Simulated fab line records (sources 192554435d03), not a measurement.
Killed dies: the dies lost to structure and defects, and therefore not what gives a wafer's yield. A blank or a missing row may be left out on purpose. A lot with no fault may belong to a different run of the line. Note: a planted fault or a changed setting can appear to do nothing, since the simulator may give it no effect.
Chamber matching + flow n5-finfet + N5_BEOL_M2_PECVD_72 on pecvd-02: 3 sister chambers
The step deposits SiO2 from TEOS/O2, target thk 16 nm, time 18 s. 18 wafers are shown with their chamber, then 9 later ones without.

== WAFERS WITH THEIR CHAMBER ==
| wafer  | chamber | throttle-valve-pct (%) | showerhead-plenum-p-Torr (Torr) | heater-power-w (W) |
|--------|---------|------------------------|---------------------------------|--------------------|
| L075.2 | 2       | 21.1                   | 8.60                            | 716                |
| L075.5 | 1       | 22.0                   | 8.76                            | 578                |
| L075.6 | 0       | 24.0                   | 8.79                            | 720                |
| L082.1 | 2       | 21.5                   | 8.62                            | 714                |
| L082.4 | 0       | 23.9                   | 8.81                            | 706                |
| L082.5 | 2       | 21.4                   | 8.61                            | 718                |
| L085.3 | 1       | 22.1                   | 8.79                            | 724                |
| L085.4 | 0       | 24.1                   | 8.78                            | 749                |
| L085.5 | 2       | 21.3                   | 8.62                            | 629                |
| L087.1 | 1       | 22.3                   | 8.81                            | 628                |
| L087.4 | 0       | 24.1                   | 8.79                            | 646                |
| L087.6 | 1       | 22.2                   | 8.76                            | 644                |
| L086.3 | 0       | 24.0                   | 8.78                            | 725                |
| L086.4 | 2       | 21.4                   | 8.64                            | 741                |
| L086.6 | 0       | 23.9                   | 8.80                            | 732                |
| L093.2 | 2       | 21.7                   | 8.61                            | 692                |
| L093.3 | 1       | 22.1                   | 8.78                            | 670                |
| L093.5 | 0       | 24.0                   | 8.82                            | 729                |

SIGNATURES (averages over the wafers above)
| reading                  | chamber 0 | chamber 1 | chamber 2 | scatter within a chamber |
|--------------------------|-----------|-----------|-----------|--------------------------|
| throttle-valve-pct       | 24.000    | 22.140    | 21.400    | 0.14                     |
| showerhead-plenum-p-Torr | 8.7957    | 8.7800    | 8.6167    | 0.0165                   |
| heater-power-w           | 715.29    | 648.80    | 701.67    | 41.4                     |
Rule: for each reading, subtract the chamber's mean from the wafer's reading, divide by that reading's scatter and square the result; add these up over the readings and take the root, which gives the wafer's distance from the chamber. The wafer belongs to the nearest chamber; if the next one is less than 2 further off, it can't be placed. The scatter: take each reading less its chamber's mean, square it, sum over the shown wafers, divide by the number of wafers less the number of chambers, and take the root.

== WAFERS MISSING THEIR CHAMBER ==
| wafer  | throttle-valve-pct (%) | showerhead-plenum-p-Torr (Torr) | heater-power-w (W) |
|--------|------------------------|---------------------------------|--------------------|
| L094.1 | 23.8                   | 8.78                            | 642                |
| L094.4 | 22.1                   | 8.78                            | 707                |
| L094.5 | 23.9                   | 8.79                            | 635                |
| L095.1 | 22.1                   | 8.75                            | 591                |
| L095.3 | 23.6                   | 8.78                            | 661                |
| L095.6 | 22.1                   | 8.74                            | 575                |
| L096.2 | 21.4                   | 8.61                            | 734                |
| L096.3 | 22.1                   | 8.75                            | 727                |
| L096.5 | 21.0                   | 8.58                            | 723                |

== WHICH CHAMBER EACH WENT THROUGH ==
| wafer  | from the rows above | in truth |
|--------|---------------------|----------|
| L094.1 | 0                   | 0        |
| L094.4 | 1                   | 1        |
| L094.5 | 0                   | 0        |
| L095.1 | 1                   | 1        |
| L095.3 | 0                   | 0        |
| L095.6 | 1                   | 1        |
| L096.2 | 2                   | 2        |
| L096.3 | 1                   | 1        |
| L096.5 | 2                   | 2        |
Correctly placed: 9 of 9. Can't be placed from these rows: 0. Number placed wrongly: 0.
